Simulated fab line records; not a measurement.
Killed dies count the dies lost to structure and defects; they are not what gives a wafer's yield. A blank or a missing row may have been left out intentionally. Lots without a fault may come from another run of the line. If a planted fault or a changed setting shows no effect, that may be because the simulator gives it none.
One fault seen from 2 desks ; flow n5Finfet ; numbers are kept per desk, each desk with only its own; the story behind them comes last

## TOOL OWNER'S DESK, lithoTrack-02
The tool's own readings at N5_GATE_CUT_COAT_34 (time 60 s, resist thk 60 nm): means of the sampled wafers that have a number, for each lot that ran on this tool. The brackets show how far a lot's mean lies from the usual mean; more than 4 standard deviations puts the lot out of limits, marked OUT.
Columns: A = heaterPowerTotalW at N5_GATE_CUT_COAT_34, usual 500.5 W; B = spinSpeedRpm at N5_GATE_CUT_COAT_34, usual 1500.0 rpm
lot;first seen here;A;B
L312;day 4 19:20;500.9;1500.1
L328;day 8 17:12;499.5;1594.4 (+94) OUT
L329;day 8 22:37;500.4;1594.2 (+94) OUT
Finding of this desk: L328, L329 out of limits; the first was L328 at day 8 17:12, on spinSpeedRpm at N5_GATE_CUT_COAT_34. L312: within limits.

## AT THE METROLOGY DESK
What the gauges read for every lot (on any tool): the sampled wafers with a number, averaged. The brackets show how far a lot's mean lies from the usual mean; more than 4 standard deviations puts the lot out of limits, marked OUT. It has 10 readings; the 7 that lie furthest out on some lot are the ones shown.
Columns: A = DIBL_P at N5_BEOL_M4_RC_MEAS_101, usual 35.7 mV/V; B = IOFF_N at N5_BEOL_M4_RC_MEAS_101, usual 0.159 nA/um; C = ION_P at N5_BEOL_M4_RC_MEAS_101, usual 462 uA/um; D = SS_N at N5_BEOL_M4_RC_MEAS_101, usual 71.4 mV/dec; E = SS_P at N5_BEOL_M4_RC_MEAS_101, usual 73.2 mV/dec; F = VT_N at N5_BEOL_M4_RC_MEAS_101, usual 249.7 mV; G = VT_P at N5_BEOL_M4_RC_MEAS_101, usual -250 mV
lot;first seen here;A;B;C;D;E;F;G
L312;day 8 03:25;36.5;0.164;453;71.9;72.9;248.5;-254
L328;day 12 12:52;37.8;0.201;463;71.9;73.0;245.2;-250
L329;day 12 17:19;34.9;0.137;466;70.6;72.6;249.0;-252
L333;day 15 05:52;35.7;0.181;465;71.7;73.2;247.2;-245
Finding of this desk: none of the 4 lots has anything out of limits.

## TAKEN TOGETHER
On L328, L329, at day 8 17:12, an alarm was possible from the tool owner's desk.
Metrology desk: nothing out of limits seen.
The metrology desk has L328, L329 on record, within its limits.
Every lot named ran N5_GATE_CUT_COAT_34 on lithoTrack-02.

## WHAT THE SIMULATOR HAD PUT IN
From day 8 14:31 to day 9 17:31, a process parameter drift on lithoTrack-02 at N5_GATE_CUT_COAT_34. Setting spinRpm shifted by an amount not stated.
Shown lots that were struck: L328, L329.
Each desk's first reading out of limits, in hours after the fault started: the tool owner's desk, 3.
